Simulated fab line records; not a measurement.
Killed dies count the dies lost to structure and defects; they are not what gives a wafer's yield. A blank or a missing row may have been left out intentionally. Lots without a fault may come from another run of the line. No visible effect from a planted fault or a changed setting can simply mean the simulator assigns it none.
Which tool was responsible?	flow nandHarc	11 lots, 33 wafers sampled, at 5 steps of a route of 1159

WHAT THE GAUGES SHOWED, per wafer
NHARC_A_CONTACT_CD_MEAS_42: target cd 200 nm.
lot	measured	on	cdNm (nm)
L663	day 17 04:56	cdSem-02	200.2 199.6 199.5
L670	day 17 17:39	cdSem-02	199.3 199.1 200.1
L669	day 17 21:58	cdSem-02	199.4 199.1 199.1
L672	day 18 18:56	cdSem-02	199.5 199.7 198.7
L673	day 19 05:08	cdSem-02	200.0 199.7 199.4
L679	day 20 12:53	cdSem-02	210.6 210.1 210.4 210.6 210.3 210.4
L681	day 20 19:22	cdSem-03	207.0 207.7 206.3 207.1 207.5 206.6
L680	day 20 18:57	cdSem-03	208.6 208.2 208.6 208.5 208.2 208.8
L684	day 21 20:17	cdSem-01	199.3 199.4 198.6
L685	day 21 16:19	cdSem-02	200.6 199.7 200.2
L686	day 22 06:12	cdSem-03	199.8 199.4 199.8

WHICH TOOL RAN EACH LOT (tool, then ch and the chambers of the sampled wafers, then the start)
lot	NHARC_A_WL_FILL_STRIP_29	NHARC_A_WL_FILL_ETCHBACK_26	NHARC_A_WL_FILL_ALD_19	NHARC_A_CONTACT_EXPOSE_39
L663	rieDiel-04 ch 0,1,3, day 16 11:58	rieSi-02 ch 0,1,2, day 16 17:28	aldMetal-04 ch 1,2,3, day 16 17:43	arfiScanner-03 ch 0, day 17 04:47
L670	rieDiel-04 ch 0,1,3, day 16 20:56	rieSi-02 ch 0,1,2, day 17 02:26	aldMetal-04 ch 0,2,3, day 17 02:41	arfiScanner-03 ch 0, day 17 17:31
L669	rieDiel-09 ch 0,1,2, day 16 21:22	rieSi-01 ch 2,3, day 17 02:26	aldMetal-02 ch 1,2,3, day 17 02:47	arfiScanner-02 ch 0, day 17 21:50
L672	rieDiel-09 ch 0,3, day 18 03:53	rieSi-01 ch 0,2, day 18 09:22	aldMetal-01 ch 1,3, day 18 09:39	arfiScanner-01 ch 0, day 18 18:49
L673	rieDiel-04 ch 0,1, day 18 11:13	rieSi-02 ch 0,1, day 18 16:43	aldMetal-04 ch 1,3, day 18 17:01	arfiScanner-01 ch 0, day 19 05:00
L679	rieDiel-08 ch 2,3, day 19 18:22	rieSi-03 ch 1,2, day 19 23:32	aldMetal-04 ch 0,2,3, day 19 23:48	arfiScanner-03 ch 0, day 20 12:45
L681	rieDiel-09 ch 0,2,3, day 20 04:01	rieSi-02 ch 0,2,3, day 20 09:31	aldMetal-02 ch 2,3, day 20 09:47	arfiScanner-03 ch 0, day 20 19:14
L680	rieDiel-08 ch 0,2,3, day 20 04:01	rieSi-03 ch 0,1, day 20 09:30	aldMetal-04 ch 2,3, day 20 09:46	arfiScanner-03 ch 0, day 20 18:49
L684	rieDiel-08 ch 0,1,3, day 20 18:25	rieSi-02 ch 2,3, day 20 23:54	aldMetal-02 ch 0,1,3, day 21 00:14	arfiScanner-02 ch 0, day 21 20:09
L685	rieDiel-08 ch 2,3, day 20 19:24	rieSi-03 ch 1,2, day 20 23:55	aldMetal-04 ch 0,1, day 21 00:11	arfiScanner-02 ch 0, day 21 16:11
L686	rieDiel-04 ch 0,1,2, day 21 14:26	rieSi-02 ch 1,2, day 21 19:39	aldMetal-02 ch 0,2,3, day 21 19:59	arfiScanner-01 ch 0, day 22 06:04
- NHARC_A_WL_FILL_STRIP_29: strips in O2, time 20 s.
- NHARC_A_WL_FILL_ETCHBACK_26: etches the open film in HBr, target depth 52 nm, time 13.3 s.
- NHARC_A_WL_FILL_ALD_19: deposits TiN, target thk 2 nm, pulse time 3 s, ald cycles 100.
- NHARC_A_CONTACT_EXPOSE_39: exposes mask A CC 3.

THE ANSWER, worked out from the rows above alone
Rule: the lots themselves supply what counts as usual. The widest of any qualifying gaps counts: lots, ordered by their means at a reading, are off when they make up no more than a third of the lots, leave a main group of 4 or more, and stand apart from it by 3 or more times the standard deviation of that group's means. If all means in a main group match to the digits the tables above print for the reading, that group is not used. Also off: a lot with no number at a reading for which 4 or more lots have one. All remaining lots with rows at the step are treated as sound.
Off: L679, L681, L680, at NHARC_A_CONTACT_CD_MEAS_42 (cdNm). Mean 199.5 nm and standard deviation 0.33 in the main group.
If a tool, at a process step before that reading, ran all the lots that are off and no sound lot after the first of them, it fits. Gauges at NHARC_A_CONTACT_CD_MEAS_42: tried the same way as those tools. One fits: NHARC_A_CONTACT_EXPOSE_39 on arfiScanner-03. Its last sound lot is L670 (day 17 17:31), its first lot that is off L679 (day 20 12:45): a fault that began between those two fits.

WHAT HAD BEEN PUT IN BY THE SIMULATOR
Process parameter drift: arfiScanner-03, from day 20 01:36 on, at NHARC_A_CONTACT_EXPOSE_39. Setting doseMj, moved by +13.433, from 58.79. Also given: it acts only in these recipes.
Lots struck among those shown: L679, L680, L681. Same finding as the rule above.
